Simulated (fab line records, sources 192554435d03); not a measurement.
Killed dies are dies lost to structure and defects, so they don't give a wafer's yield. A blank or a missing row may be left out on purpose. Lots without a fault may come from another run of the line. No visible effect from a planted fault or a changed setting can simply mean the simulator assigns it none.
Matching of chambers | flow n5Finfet | 4 sister chambers for N5_SDB_ETCH_17 on rieDiel-05
The step etches SiARC in CF4, target depth 23.4 nm, time 39 s. 22 wafers are shown with their chamber, then 11 later ones without.

WAFERS WITH THEIR CHAMBER
wafer  | chamber | showerheadPlenumPTorr (Torr) | drypumpMotorCurrentA (A) | throttleValvePct (%)
L075.1 | 2       | 2.18                         | 5.53                     | 15.40
L075.3 | 3       | 2.10                         | 5.82                     | 15.39
L075.6 | 2       | 2.18                         | 5.51                     | 15.40
L077.1 | 0       | 2.28                         | 5.65                     | 15.20
L077.2 | 3       | 2.10                         | 5.83                     | 15.40
L077.5 | 1       | 2.22                         | 5.51                     | 15.64
L078.1 | 3       | 2.10                         | 5.84                     | 15.42
L078.3 | 1       | 2.22                         | 5.50                     | 15.65
L078.5 | 1       | 2.22                         | 5.50                     | 15.64
L081.3 | 0       | 2.28                         | 5.66                     | 15.23
L081.4 | 3       | 2.10                         | 5.84                     | 15.41
L081.5 | 3       | 2.10                         | 5.84                     | 15.41
L082.2 | 2       | 2.18                         | 5.49                     | 15.43
L082.3 | 1       | 2.22                         | 5.53                     | 15.68
L082.6 | 0       | 2.28                         | 5.67                     | 15.24
L085.2 | 1       | 2.22                         | 5.53                     | 15.68
L085.4 | 3       | 2.10                         | 5.83                     | 15.43
L085.5 | 3       | 2.10                         | 5.82                     | 15.43
L086.1 | 3       | 2.10                         | 5.84                     | 15.44
L086.2 | 0       | 2.28                         | 5.65                     | 15.25
L086.6 | 3       | 2.10                         | 5.83                     | 15.44
L087.1 | 3       | 2.09                         | 5.83                     | 15.44

SIGNATURES (means of the wafers above)
reading               | chamber 0 | chamber 1 | chamber 2 | chamber 3 | scatter within a chamber
showerheadPlenumPTorr | 2.2800    | 2.2200    | 2.1800    | 2.0990    | 0.00224
drypumpMotorCurrentA  | 5.6575    | 5.5140    | 5.5100    | 5.8320    | 0.0119
throttleValvePct      | 15.2300   | 15.6580   | 15.4100   | 15.4210   | 0.0191
Rule: a wafer lies at a distance from a chamber equal to the root of the sum of squares, over the readings, of (its reading less the chamber's mean, divided by the reading's scatter). The wafer belongs to the nearest chamber; if the next one is less than 2 further off, it can't be placed. How the scatter is found: for the shown wafers, subtract from each reading the mean of its chamber, square and add these, divide the total by (wafers less chambers), then take the root.

WAFERS MISSING THEIR CHAMBER
wafer  | showerheadPlenumPTorr (Torr) | drypumpMotorCurrentA (A) | throttleValvePct (%)
L087.2 | 2.17                         | 5.50                     | 15.44
L087.3 | 2.22                         | 5.49                     | 15.68
L088.1 | 2.27                         | 5.66                     | 15.26
L088.4 | 2.09                         | 5.82                     | 15.44
L088.5 | 2.17                         | 5.49                     | 15.45
L090.3 | 2.21                         | 5.50                     | 15.71
L090.4 | 2.27                         | 5.66                     | 15.27
L090.6 | 2.17                         | 5.50                     | 15.47
L092.1 | 2.21                         | 5.52                     | 15.70
L092.2 | 2.27                         | 5.64                     | 15.28
L092.3 | 2.09                         | 5.83                     | 15.47

WHICH CHAMBER EACH ONE RAN IN
wafer  | from the rows above | in truth
L087.2 | 2                   | 2
L087.3 | 1                   | 1
L088.1 | 0                   | 0
L088.4 | 3                   | 3
L088.5 | 2                   | 2
L090.3 | 1                   | 1
L090.4 | 0                   | 0
L090.6 | 2                   | 2
L092.1 | 1                   | 1
L092.2 | 0                   | 0
L092.3 | 3                   | 3
Correct placement for 11 of the 11. From these rows, 0 cannot be placed. 0 placed wrongly.
